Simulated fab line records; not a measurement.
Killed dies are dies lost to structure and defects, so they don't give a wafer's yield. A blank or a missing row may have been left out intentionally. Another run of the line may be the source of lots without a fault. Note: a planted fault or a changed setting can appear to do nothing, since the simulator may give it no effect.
Chamber matching -- flow n5Finfet -- 3 sister chambers for N5_BEOL_M6_CURE_74 on uvCure-03
The step cures SiCOH lowk, time 240 s. 3 wafers are shown with their chamber, then 10 later ones without.

WAFERS, EACH WITH ITS CHAMBER
wafer,chamber,wafer_temp_C_max
L074.6,1,387.1
L080.5,2,388.2
L090.2,0,387.2

WAFERS WITHOUT THEIR CHAMBER
wafer,wafer_temp_C_max
L090.6,387.0
L091.1,387.0
L091.3,387.7
L091.5,386.9
L094.1,387.0
L094.5,387.3
L094.6,387.0
L097.1,387.1
L097.3,388.0
L097.5,387.9

THE CHAMBER EACH PASSED THROUGH
wafer,from the rows above,in truth
L090.6,can't be placed: 1 or 0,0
L091.1,can't be placed: 1 or 0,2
L091.3,can't be placed: 0 or 2 or 1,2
L091.5,can't be placed: 1 or 0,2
L094.1,can't be placed: 1 or 0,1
L094.5,can't be placed: 0 or 1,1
L094.6,can't be placed: 1 or 0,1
L097.1,can't be placed: 1 or 0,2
L097.3,2,2
L097.5,can't be placed: 2 or 0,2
Correct placement for 1 of the 10. Unplaceable from these rows: 9, with the true chamber sitting among the candidates in 6. Wrongly placed: 0.
How it was worked out, from the rows above alone: a wafer's distance from a chamber is the root of the sum, over the readings, of the square of ((its reading less the chamber's mean) divided by the reading's scatter). If the next closest chamber is less than 2 further off than the closest, the wafer can't be placed; otherwise it belongs to the closest. Each chamber's mean is taken over the wafers shown for it. The scatter (one wafer shown for each chamber): square how far every hidden wafer sits from the nearest shown wafer, average those squares and take the square root.
